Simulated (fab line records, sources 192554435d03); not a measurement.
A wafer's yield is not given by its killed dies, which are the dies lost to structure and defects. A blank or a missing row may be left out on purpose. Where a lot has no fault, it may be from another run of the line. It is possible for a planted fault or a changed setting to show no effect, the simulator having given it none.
fab line records ; flow n5Finfet
record lots=5; wafers=15; lastDay=18
route steps=1938 shown BEOL_M5@1192 BEOL_M6@1194 PASSIVATION@1936
lots that met no fault: taken from a fault-free run of the same line
startH: start of the lot's first displayed wafer, in hours after the record's first day ; waitH: hours elapsed since this lot's preceding step ; " as in the row above ; L1.1+2: a single row standing in for several wafers ; - no value, or no start was given ; * or withheld: withheld ; < > ~ a bound
route shown NAME@n: names a module that has steps shown in the file, with the first one's number in the route ; usual: mean and standard deviation over wafers with no fault ; same: alike in all rows ; chamber/n: place in a boat ; sites: readings site by site ; _std_site: standard deviation of those values ; _edge_site: inner sites' mean taken away from outer sites' mean ; radiusMm: for every site, how far away it sits from the centre of the wafer ; mask NAME#n: copy n ; behind: tool/chamber where the wafer was last shaped ; hold: the reason the lot was held/the length of the hold in hours/how it ended ; device: names the non-switching transistor (n, p or np) ; end of line: the same wafers' tests at the end of the route ; a step with no rows: only its recipe ; killed: the dies lost at the first sort to structure and to defects; this is not the yield of the wafer ; map: shows each die of a wafer: x if killed, . if not, _ if none is there
set.NAME: the setting that was run; set.NAME@STEP: the one run at that earlier step ; model.NAME: the simulator's own value behind a step, which no gauge read
a table for each step, a row for each wafer; lots at some steps of the route
services: from which hour (startH, from the record's first day; less than 0 if before it) a tool's chamber was out of use, for how many hours, and why
## steps
# step N5_BEOL_M5_RS_MEAS_57
# recipe thkMeasGauge=four-point-probe; reads=Co_of_BEOL_M5_CO_CAP_78+Cu_of_BEOL_M5_ECD_50+Co_of_BEOL_M5_CVD_47+TaN_of_BEOL_M5_ALD_86
# usual M5_RS=0.389/0.013
lot.wafer;tool;chamber;startH;waitH;M5_RS[ohm/sq]
L747.1;filmMetro-02;-;233.24;0.0;0.385
L747.3;filmMetro-02;-;233.24;0.0;0.388
L747.4;filmMetro-02;-;233.24;0.0;0.380
L750.1;filmMetro-01;-;237.48;0.0;0.386
L750.2;filmMetro-01;-;237.48;0.0;0.393
L750.4;filmMetro-01;-;237.48;0.0;0.404
L760.3;filmMetro-01;-;306.96;0.1;0.404
L760.5;filmMetro-01;-;306.96;0.1;0.415
L760.6;filmMetro-01;-;306.96;0.1;0.419
L762.1;filmMetro-01;-;326.04;0.0;0.386
L762.2;filmMetro-01;-;326.04;0.0;0.369
L762.4;filmMetro-01;-;326.04;0.0;0.375
L764.1;filmMetro-01;-;347.71;0.0;0.378
L764.4;filmMetro-01;-;347.71;0.0;0.367
L764.6;filmMetro-01;-;347.71;0.0;0.400
# step N5_BEOL_M5_INSPECT_58
# recipe inspectInstrument=darkfield; mode=postDep
# usual rawDefectCount=76/24
lot.wafer;tool;chamber;startH;waitH;rawDefectCount
L747.1;defectInspect-02;-;233.27;0.0;69
L747.3;defectInspect-02;-;233.27;0.0;56
L747.4;defectInspect-02;-;233.27;0.0;34
L750.1;defectInspect-02;-;237.51;0.0;89
L750.2;defectInspect-02;-;237.51;0.0;77
L750.4;defectInspect-02;-;237.51;0.0;91
L760.3;defectInspect-01;-;306.98;0.0;46
L760.5;defectInspect-01;-;306.98;0.0;77
L760.6;defectInspect-01;-;306.98;0.0;67
L762.1;defectInspect-01;-;326.07;0.0;118
L762.2;defectInspect-01;-;326.07;0.0;56
L762.4;defectInspect-01;-;326.07;0.0;102
L764.1;defectInspect-01;-;347.73;0.0;89
L764.4;defectInspect-01;-;347.73;0.0;81
L764.6;defectInspect-01;-;347.73;0.0;62
# step N5_BEOL_M6_ILD_DEP_00
# recipe material=SiCOH_lowk; targetThkA=1797.5; tempC=300; precursor=DEMS/porogen; pressureTorr=5; rfW=500; timeS=33.4
# usual heaterPowerW=349/62; showerheadPlenumPTorr=5.738/0.018; throttleValvePct=14.1/1
lot.wafer;tool;chamber;startH;waitH;heaterPowerW;showerheadPlenumPTorr;throttleValvePct
L747.1;pecvd-01;1;233.30;0.0;364;5.749;13.8
L747.3;pecvd-01;2;233.30;0.0;290;5.732;13.8
L747.4;pecvd-01;2;233.30;0.0;302;5.732;13.9
L750.1;pecvd-01;0;237.55;0.0;519;5.731;16.8
L750.2;pecvd-01;1;237.55;0.0;355;5.734;13.2
L750.4;pecvd-01;1;237.55;0.0;360;5.741;13.6
L760.3;pecvd-03;2;307.02;0.0;291;5.751;13.4
L760.5;pecvd-03;0;307.02;0.0;405;5.761;14.7
L760.6;pecvd-03;1;307.02;0.0;334;5.709;14.4
L762.1;pecvd-03;1;326.10;0.0;416;5.718;14.6
L762.2;pecvd-03;0;326.10;0.0;408;5.760;14.9
L762.4;pecvd-03;0;326.10;0.0;423;5.754;14.6
L764.1;pecvd-04;0;347.77;0.0;355;5.761;13.7
L764.4;pecvd-04;0;347.77;0.0;359;5.760;14.0
L764.6;pecvd-04;2;347.77;0.0;272;5.723;12.8
# step N5_BEOL_M6_CURE_74
# recipe tempC=385; timeS=240; ambient=He/Ar; material=SiCOH_lowk
# usual lampPowerPct=52.31/0.051; wafer_temp_C_max=386.9/0.5
lot.wafer;tool;chamber;startH;waitH;lampPowerPct;wafer_temp_C_max
L747.1;uvCure-02;0;235.06;1.7;52.36;386.8
L747.3;uvCure-02;0;235.06;1.7;52.27;386.5
L747.4;uvCure-02;0;235.06;1.7;52.33;386.2
L750.1;uvCure-03;2;237.95;0.4;52.37;386.0
L750.2;uvCure-03;2;237.95;0.4;52.39;387.0
L750.4;uvCure-03;2;237.95;0.4;52.28;386.4
L760.3;uvCure-02;1;307.56;0.5;52.28;386.4
L760.5;uvCure-02;1;307.56;0.5;52.25;387.0
L760.6;uvCure-02;1;307.56;0.5;52.24;387.0
L762.1;uvCure-02;2;326.17;0.0;52.26;387.0
L762.2;uvCure-02;2;326.17;0.0;52.35;387.3
L762.4;uvCure-02;2;326.17;0.0;52.27;386.5
L764.1;uvCure-03;0;347.84;0.0;52.30;386.5
L764.4;uvCure-03;0;347.84;0.0;52.29;387.5
L764.6;uvCure-03;0;347.84;0.0;52.27;387.6
# step N5_BEOL_M6_THK_MEAS_01
# recipe reads=SiCOH_lowk_of_BEOL_M6_ILD_DEP_00
# usual M6_ILD_THK=154.0/2.1
lot.wafer;tool;chamber;startH;waitH;M6_ILD_THK[nm]
L747.1;filmMetro-01;-;235.58;0.4;154.2
L747.3;filmMetro-01;-;235.58;0.4;153.1
L747.4;filmMetro-01;-;235.58;0.4;155.0
L750.1;filmMetro-02;-;238.46;0.4;152.7
L750.2;filmMetro-02;-;238.46;0.4;153.9
L750.4;filmMetro-02;-;238.46;0.4;154.7
L760.3;filmMetro-01;-;307.91;0.3;149.6
L760.5;filmMetro-01;-;307.91;0.3;151.7
L760.6;filmMetro-01;-;307.91;0.3;151.8
L762.1;filmMetro-02;-;326.68;0.4;151.2
L762.2;filmMetro-02;-;326.68;0.4;151.8
L762.4;filmMetro-02;-;326.68;0.4;151.9
L764.1;filmMetro-01;-;348.36;0.4;153.6
L764.4;filmMetro-01;-;348.36;0.4;156.7
L764.6;filmMetro-01;-;348.36;0.4;154.6
# step N5_BEOL_M6_PECVD_70
# recipe material=SiO2; targetThkA=200; tempC=400; precursor=TEOS/O2; pressureTorr=5.5; rfW=450; teosFlowSccm=53.8; gas=O2; flowSccm=3000; timeS=22.7
# step N5_BEOL_M6_HM_DEP_02
# recipe material=TiN; targetThkA=200; tempC=25; chamberPressurePa=0.49996
# usual throttleValvePct=29.9/0.94
lot.wafer;tool;chamber;startH;waitH;throttleValvePct
L747.1;pvdSputter-01;-;236.23;0.6;29.0
L747.3;pvdSputter-01;-;236.23;0.6;30.2
L747.4;pvdSputter-01;-;236.23;0.6;30.4
L750.1;pvdSputter-01;-;239.13;0.6;30.9
L750.2;pvdSputter-01;-;239.13;0.6;30.4
L750.4;pvdSputter-01;-;239.13;0.6;30.5
L760.3;pvdSputter-02;-;310.02;2.1;30.5
L760.5;pvdSputter-02;-;310.02;2.1;30.5
L760.6;pvdSputter-02;-;310.02;2.1;30.1
L762.1;pvdSputter-01;-;327.73;1.0;30.8
L762.2;pvdSputter-01;-;327.73;1.0;28.9
L762.4;pvdSputter-01;-;327.73;1.0;30.4
L764.1;pvdSputter-01;-;349.74;1.3;30.6
L764.4;pvdSputter-01;-;349.74;1.3;28.9
L764.6;pvdSputter-01;-;349.74;1.3;31.0
# step N5_BEOL_M6_COAT_59
# recipe resist=SOC; tempC=250; timeS=60; spinRpm=1500; resistThkNm=100
# step N5_BEOL_M6_COAT_60
# recipe resist=SiARC; tempC=220; timeS=60; spinRpm=1500; resistThkNm=35
# step N5_BEOL_M6_COAT_05
# recipe resist=CAR-ArF; spinRpm=1500; resistThkNm=90
# step N5_BEOL_M6_EBR_07
# recipe solvent=PGMEA; ebrWidthMm=1.5
# step N5_BEOL_M6_SOFTBAKE_06
# recipe tempC=110; timeS=60; resist=CAR-ArF
# step N5_BEOL_M6_EXPOSE_08
# recipe maskId=M6; na=1.35; sourceShape=dipole; sigmaInner=0.817; sigmaOuter=0.97; polarization=te; doseMj=68.25
# same sigmaOuter=0.97
lot.wafer;tool;chamber;startH;waitH;mask
L747.1+3+4;arfiScanner-01;0;236.49;-;M6#0
L750.1+2+4;arfiScanner-01;0;239.37;-;M6#0
L760.3+5+6;arfiScanner-01;0;310.40;-;M6#0
L762.1+2+4;arfiScanner-03;0;328.10;-;M6#0
L764.1+4+6;arfiScanner-03;0;350.11;-;M6#0
# step N5_BEOL_M6_PEB_09
# recipe pebTempC=withheld; pebTimeS=60; resist=CAR-ArF
# step N5_BEOL_M6_DEVELOP_10
# recipe developTimeS=30; developer=TMAH; resist=CAR-ArF; rinseLiquid=diw; dry=airSpin; devTempC=23
# step N5_BEOL_M6_CD_MEAS_11
# recipe targetCdNm=38.5; landingEnergyEv=500; detector=seInlens; polarity=opening
# usual cdNm=38.8/0.48
lot.wafer;tool;chamber;startH;waitH;cdNm
L747.1;cdSem-03;0;236.62;-;38.9
L747.3;cdSem-03;0;236.62;-;38.7
L747.4;cdSem-03;0;236.62;-;38.7
L750.1;cdSem-03;0;239.50;-;39.0
L750.2;cdSem-03;0;239.50;-;39.8
L750.4;cdSem-03;0;239.50;-;39.0
L760.3;cdSem-03;0;310.52;-;38.6
L760.5;cdSem-03;0;310.52;-;39.1
L760.6;cdSem-03;0;310.52;-;37.8
L762.1;cdSem-01;0;328.23;-;38.3
L762.2;cdSem-01;0;328.23;-;38.9
L762.4;cdSem-01;0;328.23;-;39.0
L764.1;cdSem-02;0;350.24;-;38.6
L764.4;cdSem-02;0;350.24;-;38.3
L764.6;cdSem-02;0;350.24;-;38.6
# step N5_BEOL_M6_OVL_MEAS_12
# recipe pointsPerWafer=44
# usual M6_OVL=0.4/0.72
lot.wafer;tool;chamber;startH;waitH;M6_OVL[nm]
L747.1;overlay-01;0;236.65;0.0;-0.9
L747.3;overlay-01;0;236.65;0.0;-1.5
L747.4;overlay-01;0;236.65;0.0;-0.4
L750.1;overlay-02;0;239.53;0.0;-0.3
L750.2;overlay-02;0;239.53;0.0;0.7
L750.4;overlay-02;0;239.53;0.0;-0.1
L760.3;overlay-02;0;310.55;0.0;0.4
L760.5;overlay-02;0;310.55;0.0;0.8
L760.6;overlay-02;0;310.55;0.0;0.7
L762.1;overlay-01;0;328.26;0.0;-1.0
L762.2;overlay-01;0;328.26;0.0;0.0
L762.4;overlay-01;0;328.26;0.0;0.2
L764.1;overlay-02;0;350.27;0.0;1.1
L764.4;overlay-02;0;350.27;0.0;1.1
L764.6;overlay-02;0;350.27;0.0;2.0
# step N5_BEOL_M6_INSPECT_13
# recipe mode=adi; inspectInstrument=brightfield
# usual rawDefectCount=435/91
lot.wafer;tool;chamber;startH;waitH;rawDefectCount
L747.1;defectInspect-01;-;236.67;0.0;471
L747.3;defectInspect-01;-;236.67;0.0;288
L747.4;defectInspect-01;-;236.67;0.0;287
L750.1;defectInspect-02;-;239.55;0.0;369
L750.2;defectInspect-02;-;239.55;0.0;327
L750.4;defectInspect-02;-;239.55;0.0;366
L760.3;defectInspect-01;-;310.57;0.0;286
L760.5;defectInspect-01;-;310.57;0.0;310
L760.6;defectInspect-01;-;310.57;0.0;368
L762.1;defectInspect-01;-;328.28;0.0;556
L762.2;defectInspect-01;-;328.28;0.0;414
L762.4;defectInspect-01;-;328.28;0.0;515
L764.1;defectInspect-02;-;350.29;0.0;571
L764.4;defectInspect-02;-;350.29;0.0;582
L764.6;defectInspect-02;-;350.29;0.0;538
# step N5_BEOL_M6_DESCUM_16
# recipe chemistry=O2; timeS=7.9; sourcePowerW=50; biasPowerW=20; pressureMtorr=20; rfFrequencyHz=2.712e+07; tempC=40; resist=CAR-ArF; o2FlowSccm=225
# usual biasPowerW=20.01/0.062; drypumpMotorCurrentA=5.7/0.41; oesProductAu=0.80/0.098; rfVppV=243.2/1.4; showerheadPlenumPTorr=2.10/0.081; throttleValvePct=20.47/0.23
lot.wafer;tool;chamber;startH;waitH;biasPowerW;drypumpMotorCurrentA;oesProductAu;rfHoursCounterH;rfVppV;showerheadPlenumPTorr;throttleValvePct
L747.1;rieDiel-03;3;236.79;0.1;19.93;6.7;0.80;94;244.7;2.20;20.26
L747.3;rieDiel-03;0;236.79;0.1;19.86;5.3;0.73;201;242.1;2.01;20.60
L747.4;rieDiel-03;2;236.79;0.1;20.12;5.7;0.90;31;244.3;2.22;20.38
L750.1;rieDiel-03;0;239.59;0.0;20.02;5.4;0.72;202;242.8;2.01;20.60
L750.2;rieDiel-03;3;239.59;0.0;19.86;6.6;0.80;96;244.6;2.19;20.24
L750.4;rieDiel-03;1;239.59;0.0;19.98;5.7;0.99;7;243.9;2.14;20.36
L760.3;rieDiel-06;2;310.61;0.0;19.99;5.3;0.89;38;243.6;2.14;20.35
L760.5;rieDiel-06;0;310.61;0.0;20.11;6.5;0.72;-;241.1;2.01;20.59
L760.6;rieDiel-06;1;310.61;0.0;20.02;5.4;0.85;-;241.6;2.02;19.94
L762.1;rieDiel-01;1;328.31;0.0;19.94;5.3;0.95;15;245.9;2.25;20.78
L762.2;rieDiel-01;3;328.31;0.0;20.03;5.5;0.69;253;242.6;2.07;20.63
L762.4;rieDiel-01;3;328.31;0.0;20.14;5.5;0.70;-;241.7;2.07;20.62
L764.1;rieDiel-01;1;350.58;0.3;20.19;5.3;0.92;26;244.7;2.25;20.80
L764.4;rieDiel-01;2;350.58;0.3;20.05;5.8;0.92;-;242.9;2.06;20.22
L764.6;rieDiel-01;2;350.58;0.3;20.01;5.8;0.90;-;240.8;2.06;20.22
# step N5_BEOL_M6_ETCH_61
# recipe chemistry=CF4; target=SiARC; targetDepthA=455; maskMaterial=CAR-ArF; timeS=75.8; ionEnergyEv=80; pressureMtorr=40; sourceW=545; biasW=36; Ar_flow_sccm=100; cf4FlowSccm=100; ends=cleared
# usual drypumpMotorCurrentA=5.7/0.41; etchRfOnTimeS=76.5/1.8; mfcArSccm=99.96/0.28; oesProductAu=0.68/0.086; rfVppV=184.2/1.2; showerheadPlenumPTorr=2.15/0.081; throttleValvePct=15.63/0.21
lot.wafer;tool;chamber;startH;waitH;drypumpMotorCurrentA;etchRfOnTimeS;mfcArSccm;oesProductAu;rfHoursCounterH;rfVppV;showerheadPlenumPTorr;throttleValvePct;model.BEOL_M6.cdOffsetNm
L747.1;rieDiel-03;3;236.82;0.0;6.6;78.5;100.23;0.68;94;184.7;2.23;15.40;0.4
L747.3;rieDiel-03;0;236.82;0.0;5.3;77.1;99.81;0.60;201;182.1;2.05;15.72;0.4
L747.4;rieDiel-03;2;236.82;0.0;5.8;76.0;99.59;0.76;31;185.1;2.28;15.63;0.2
L750.1;rieDiel-03;0;239.62;0.0;5.4;76.8;100.40;0.61;202;181.7;2.05;15.72;0.2
L750.2;rieDiel-03;3;239.62;0.0;6.6;78.3;99.82;0.69;96;186.5;2.23;15.42;1.2
L750.4;rieDiel-03;1;239.62;0.0;5.7;72.7;99.47;0.84;7;185.3;2.20;15.58;0.4
L760.3;rieDiel-06;2;310.64;0.0;5.4;76.0;99.72;0.75;38;183.7;2.17;15.37;0.2
L760.5;rieDiel-06;0;310.64;0.0;6.5;78.4;99.70;0.62;-;183.8;2.06;15.75;1
L760.6;rieDiel-06;1;310.64;0.0;5.5;76.2;100.22;0.72;-;183.6;2.07;15.16;-0.4
L762.1;rieDiel-01;1;328.35;0.0;5.3;74.3;99.86;0.81;15;185.0;2.28;15.75;0.2
L762.2;rieDiel-01;3;328.35;0.0;5.5;75.9;100.02;0.58;254;184.1;2.09;15.68;0.2
L762.4;rieDiel-01;3;328.35;0.0;5.5;75.5;99.51;0.58;-;184.3;2.09;15.67;0
L764.1;rieDiel-01;1;350.63;0.0;5.3;74.8;99.66;0.78;26;186.3;2.28;15.77;-0.4
L764.4;rieDiel-01;2;350.63;0.0;5.8;77.4;99.97;0.78;-;183.6;2.11;15.37;0
L764.6;rieDiel-01;2;350.63;0.0;5.8;77.6;99.91;0.78;-;183.7;2.11;15.36;0.2
# step N5_BEOL_M6_ETCH_62
# recipe chemistry=N2/H2; target=SOC; targetDepthA=1100; overetchA=220; maskMaterial=SiARC; tempC=40; timeS=165; ionEnergyEv=200; pressureMtorr=30; sourceW=840; biasW=150; n2FlowSccm=200; h2FlowSccm=200
# usual drypumpMotorCurrentA=5.7/0.41; oesProductAu=0.68/0.079; rfVppV=524.1/2.9; showerheadPlenumPTorr=2.55/0.1; throttleValvePct=17.87/0.21
lot.wafer;tool;chamber;startH;waitH;drypumpMotorCurrentA;oesProductAu;rfHoursCounterH;rfVppV;showerheadPlenumPTorr;throttleValvePct
L747.1;rieDiel-03;3;236.88;0.0;6.6;0.68;94;526.5;2.66;17.52
L747.3;rieDiel-03;0;236.88;0.0;5.4;0.61;201;520.3;2.41;17.86
L747.4;rieDiel-03;2;236.88;0.0;5.7;0.75;31;528.5;2.70;17.84
L750.1;rieDiel-03;0;239.68;0.0;5.4;0.60;202;519.4;2.41;17.89
L750.2;rieDiel-03;3;239.68;0.0;6.6;0.69;96;528.1;2.66;17.52
L750.4;rieDiel-03;1;239.68;0.0;5.6;0.82;7;525.4;2.63;17.96
L760.3;rieDiel-06;2;310.70;0.0;5.3;0.74;38;525.2;2.58;17.67
L760.5;rieDiel-06;0;310.70;0.0;6.5;0.63;-;520.4;2.43;17.88
L760.6;rieDiel-06;1;310.70;0.0;5.5;0.71;-;522.3;2.48;17.54
L762.1;rieDiel-01;1;328.41;0.0;5.3;0.80;15;528.0;2.71;18.01
L762.2;rieDiel-01;3;328.41;0.0;5.5;0.58;254;523.2;2.48;17.89
L762.4;rieDiel-01;3;328.41;0.0;5.5;0.58;-;523.6;2.49;17.90
L764.1;rieDiel-01;1;350.71;0.1;5.3;0.78;26;529.1;2.71;18.04
L764.4;rieDiel-01;2;350.71;0.1;5.8;0.78;-;522.1;2.50;17.57
L764.6;rieDiel-01;2;350.71;0.1;5.8;0.79;-;521.4;2.50;17.57
# step N5_PASSIVATION_PROBE_49
# usual defectLimitedYield=91.1/1.5; killed_at_M0_to_M3=33/9.9; killed_at_M4_up=14/5.2; killedAtContacts=12/6.7; killedAtFrontEnd=43/13; killedAtOther=3.4/2.7; killedDies=105/17; killedOpen=69/13; killedShort=33/7.5; sort_bin_5_function=5.2/0.91; sort_bin_6_memory=3.3/0.71; sortNPass=1075/17; sortYieldPct=91.1/1.5
# same grossDies=1180; killedAtBackSide=0; sort_bin_4_leakage[%]=0; sort_bin_8_speed[%]=0
lot.wafer;tool;chamber;startH;waitH;defectLimitedYield[%];killed_at_M0_to_M3;killed_at_M4_up;killedAtContacts;killedAtFrontEnd;killedAtOther;killedDies;killedOpen;killedShort;sort_bin_5_function[%];sort_bin_6_memory[%];sortNPass;sortYieldPct[%]
L750.4;prober-02;-;328.22;0.2;89.8;47;20;2;43;8;120;74;44;6.5;3.6;1060;89.8
# killed by level:class
L750.4 BEOL_M0_SAQP:geometricParticle:open=17 BEOL_M0_SAQP:geometricParticle:short=13 FIN_SAQP:geometricParticle:short=10 FIN_SAQP:geometricParticle:open=9 BEOL_M4:geometricParticle:open=8 BEOL_M3:geometricParticle:open=7 ILD0:geometricParticle:open=6 GATE_CUT:geometricParticle:open=4
## services
tool;chamber;startH;hours;kind
arfiScanner-03;-;209.93;0.8;pm
arfiScanner-03;-;215.65;1.3;pm
arfiScanner-01;-;216.74;1.3;pm
rieDiel-03;2;220.89;7.3;repair
arfiScanner-03;-;230.17;9.7;repair
uvCure-03;-;239.14;13.3;repair
arfiScanner-03;-;239.90;1.0;pm
arfiScanner-03;-;240.90;3.9;pm
uvCure-02;-;241.75;0.9;repair
rieDiel-06;2;254.76;7.2;repair
pecvd-01;-;256.66;1.3;repair
uvCure-03;-;261.69;2.8;repair
arfiScanner-01;-;270.22;6.0;repair
arfiScanner-01;-;278.71;3.0;pm
arfiScanner-03;-;286.60;0.3;repair
arfiScanner-01;-;290.28;1.0;pm
pecvd-01;2;293.32;26.4;repair
arfiScanner-03;-;294.10;1.3;repair
pvdSputter-01;-;312.40;8.6;repair
arfiScanner-03;-;313.40;1.0;pm
rieDiel-03;1;331.23;10.9;repair
arfiScanner-01;-;336.77;0.8;pm
arfiScanner-01;-;342.45;1.3;pm
rieDiel-01;0;343.61;9.4;repair
## key
firstSign none at tools or gauges
modelEffect step=N5_BEOL_M6_ETCH_61; value=BEOL_M6.cdOffsetNm; without=0.7; struck=-0.1
metAt N5_BEOL_M6_EXPOSE_08
struckWafers L760.3,L760.6
onsetBetween 239.37 310.40
fault kind=processParameterDrift; tool=arfiScanner-01; chamber=-; onsetH=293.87; steps=N5_BEOL_M6_EXPOSE_08; channel=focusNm; offset=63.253; shape=step; endH=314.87; scope=struckWafersOnly
